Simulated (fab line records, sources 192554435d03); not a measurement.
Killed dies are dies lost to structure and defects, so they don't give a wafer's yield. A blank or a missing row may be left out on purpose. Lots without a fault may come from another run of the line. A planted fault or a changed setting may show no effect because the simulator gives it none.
A struck lot beside a sound one | flow n5_finfet | 21 steps out of a route of 1938
Sound: wafers L571.1, L571.4, L571.6. Struck: wafer L576.4. (L576.1, L576.2 of the same lot were not struck and are left out.) The cause comes at the end.
At each step with rows: each side's tool, then ch and its chambers, then its first start. Under that, the readings that differ: sound wafers | struck wafers | difference of the means | sigmas: that difference in standard deviations of wafers without a fault.
alike: readings whose means differ by less than 2 such deviations, and words and numbers that are the same on both sides. not compared: withheld readings, readings that some wafer has no value for, bounds like >300 that may hide the same value, and numbers for which the record gives no deviation and whose values overlap.
The two part at a step that has a row with sigmas, a row that says differs or no value, or rows on one side only. Numbers that don't overlap but have no deviation are shown without sigmas and don't part them. A reading that every wafer of one side lacks parts them only if that side has two wafers or more.

N5_BEOL_M1_ANNEAL_87: time 240 s.
  sound on pvd_sputter-03, day 6 16:59; struck on pvd_sputter-02, day 7 23:22
  alike: heater_power_w
then, 6 steps without rows for these wafers: N5_BEOL_M1_SPUTTER_88 (material Cu, target thk 4.5 nm, time 8.29 s); N5_BEOL_M1_ANNEAL_89 (time 240 s); N5_BEOL_M1_SPUTTER_90 (material Cu, target thk 4.5 nm, time 8.29 s); N5_BEOL_M1_ANNEAL_91 (time 240 s); N5_BEOL_M1_SPUTTER_92 (material Cu, target thk 4.5 nm, time 8.29 s); N5_BEOL_M1_ANNEAL_93 (time 240 s).
N5_BEOL_M1_SPUTTER_94: material Cu, target thk 4.5 nm, time 8.29 s.
  sound on pvd_sputter-03, day 6 17:47; struck on pvd_sputter-02, day 8 00:10
  alike: throttle_valve_pct
then, 3 steps without rows for these wafers: N5_BEOL_M1_ANNEAL_95 (time 240 s); N5_BEOL_M1_SPUTTER_96 (material Cu, target thk 4.5 nm, time 8.29 s); N5_BEOL_M1_ECD_50 (material Cu, target thk 300 nm).
N5_BEOL_M1_ANNEAL_51: time 90 s.
  sound on rtp_anneal-02 ch 0, day 6 18:12; struck on rtp_anneal-02 ch 0, day 8 00:35
  alike: wafer_temp_C_max
N5_BEOL_M1_CMP_52: polishes, stops on SiOC, t overpolish 6.8 s, target thk 40 nm.
  sound on cmp-02 ch 0,2,3, day 6 18:30; struck on cmp-04 ch 0, day 8 00:53
  alike: barrier_field_endpoint_s, edge_zone_pressure_frac, motor_current_A, overpolish_run_s, time_to_endpoint_s
N5_BEOL_M1_PRE_CLEAN_60: time 15 s.
  sound on cvd_co-01 ch 0,1,2, day 6 18:50; struck on cvd_co-01 ch 1, day 8 01:13
  alike: heater_power_w
then, 2 steps without rows for these wafers: N5_BEOL_M1_CO_CAP_55 (material Co, precursor CCTBA/H2, target thk 2 nm, time 102.1 s); N5_BEOL_M1_PRE_CLEAN_56 (time 15 s).
N5_BEOL_M1_DEP_57: deposits SiCN from 3MS/NH3, target thk 8 nm, time 14 s.
  sound on pecvd-01 ch 0,1,2, day 6 18:59; struck on pecvd-04 ch 2, day 8 01:23
  alike: showerhead_plenum_p_Torr, throttle_valve_pct
N5_BEOL_M1_INSPECT_59: inspects for defects (darkfield).
  sound on defect_inspect-02, day 6 19:05; struck on defect_inspect-01, day 8 01:29
  reading          | sound      | struck | difference | sigmas
  raw_defect_count | 71 124 125 | 326    | +219       | +9
then, 1 step without rows for these wafers: N5_BEOL_M2_ILD_DEP_00 (deposits SiOC from DEMS/O2, target thk 79 nm, time 15.3 s).
-- the record jumps here: 2 days lie between the struck wafers' starts before and after (it left off in module BEOL_M2 and takes up again in module BEOL_M4, whose first step shown is number 1111 of the route) --
N5_BEOL_M4_RC_MEAS_101:
  sound on prober-01 ch 0, day 9 03:23; struck on prober-02 ch 0, day 10 02:01
  alike: DIBL_N, DIBL_P, IOFF_N, IOFF_P, ION_N, ION_P, SS_N, SS_P, VT_N, VT_P
-- the record jumps here: 5 days lie between the struck wafers' starts before and after (it left off in module BEOL_M4 and takes up again in module PASSIVATION, whose first step shown is number 1936 of the route) --
N5_PASSIVATION_PROBE_49:
  the record has rows for the struck wafers here (prober-02, day 14 22:50) and none for the sound ones

WHERE THEY PART
First at N5_BEOL_M1_INSPECT_59; last, within this record, at N5_PASSIVATION_PROBE_49.

WHY: what the simulator had put in
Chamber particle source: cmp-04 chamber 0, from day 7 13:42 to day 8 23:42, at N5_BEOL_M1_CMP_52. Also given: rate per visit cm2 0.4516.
